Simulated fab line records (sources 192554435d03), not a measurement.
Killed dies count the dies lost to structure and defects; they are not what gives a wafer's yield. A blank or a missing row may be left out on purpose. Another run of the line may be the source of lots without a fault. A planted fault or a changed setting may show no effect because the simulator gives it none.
Struck lot and sound lot, side by side / flow n5_finfet / 14 steps out of a route of 1938
Sound: these wafers, L517.1, L517.2, L517.6. Struck: wafers L526.2, L526.3, L526.4. Last of all comes the cause.
Per side, at each step with rows, come the tool, then ch with its chambers, and then its first start. Under that, the readings that differ: sound wafers / struck wafers / difference of the means / sigmas: that difference in standard deviations of wafers without a fault.
alike: a reading whose means differ by less than 2 such deviations, as well as words and numbers matching on both sides. not compared: withheld readings; readings where some wafer has no value; bounds like >300 that might hide an equal value; numbers whose values overlap and for which the record gives no deviation.
A row with sigmas, a row that says differs or no value, or rows on one side alone: a step with any of these is where the two part. Numbers that don't overlap but have no deviation are shown without sigmas and don't part them. A reading missing from all wafers of one side parts the sides only when that side holds two or more wafers.

N5_BEOL_M12_ETCH_68: etches SOC in N2/H2, time 285 s.
  sound on rie_diel-04 ch 0,1,2, day 12 06:59; struck on rie_diel-02 ch 1,2,3, day 15 03:13
  alike: drypump_motor_current_A, oes_product_au, rf_vpp_V, showerhead_plenum_p_Torr, throttle_valve_pct
  not compared: rf_hours_counter_h
then, 3 steps without rows for these wafers: N5_BEOL_M12_STRIP_69 (strips in N2/H2); N5_BEOL_M12_TRENCH_ETCH_34 (etches SiOC in C4F8/O2/Ar, target depth 318.95 nm, time 125.5 s); N5_BEOL_M12_STRIP_70 (strips in C4F8/O2/Ar).
N5_BEOL_M12_OCD_MEAS_35:
  sound on ocd-01, day 12 07:19; struck on ocd-01, day 15 03:34
  alike: trench_depth_nm
then, 1 step without rows for these wafers: N5_BEOL_M12_STRIP_37 (strips in N2/H2).
N5_BEOL_M12_ETCH_38: etches SiCN in CF4/N2, target depth 68.7 nm, time 73.4 s.
  sound on rie_diel-02 ch 0,1,2, day 12 07:31; struck on rie_diel-02 ch 1,2,3, day 15 04:53
  alike: drypump_motor_current_A, oes_product_au, rf_vpp_V, showerhead_plenum_p_Torr, throttle_valve_pct
  not compared: rf_hours_counter_h
then, 3 steps without rows for these wafers: N5_BEOL_M12_PRECLEAN_39 (cleans in residue remover, time 60 s); N5_BEOL_M12_SRD_40 (time 30 s, dry time 30 s); N5_BEOL_M12_DEGAS_41 (time 60 s).
N5_BEOL_M12_PRE_CLEAN_42: time 30 s.
  sound on pvd_sputter-03, day 12 10:17; struck on pvd_sputter-02, day 15 05:34
  alike: heater_power_w
N5_BEOL_M12_SPUTTER_43: material TaN, target thk 15 nm, time 24.19 s.
  sound on pvd_sputter-03, day 12 10:19; struck on pvd_sputter-02, day 15 05:36
  alike: throttle_valve_pct
N5_BEOL_M12_SPUTTER_44: material Ta, target thk 10 nm, time 16.13 s.
  sound on pvd_sputter-03, day 12 10:24; struck on pvd_sputter-02, day 15 05:41
reading=model.Ta_of_BEOL_M12_SPUTTER_44.thk_nm (nm); sound=9.6 9.8 9.6; struck=11.2 11.4 11.4; difference=+1.7; sigmas=
  alike: throttle_valve_pct
N5_BEOL_M12_SPUTTER_45: material Cu, target thk 80 nm, time 13.33 s.
  sound on pvd_sputter-03, day 12 10:29; struck on pvd_sputter-02, day 15 05:46
  alike: throttle_valve_pct

== WHERE THEY PART ==
Nowhere in this record.

WHY: what had been put in by the simulator
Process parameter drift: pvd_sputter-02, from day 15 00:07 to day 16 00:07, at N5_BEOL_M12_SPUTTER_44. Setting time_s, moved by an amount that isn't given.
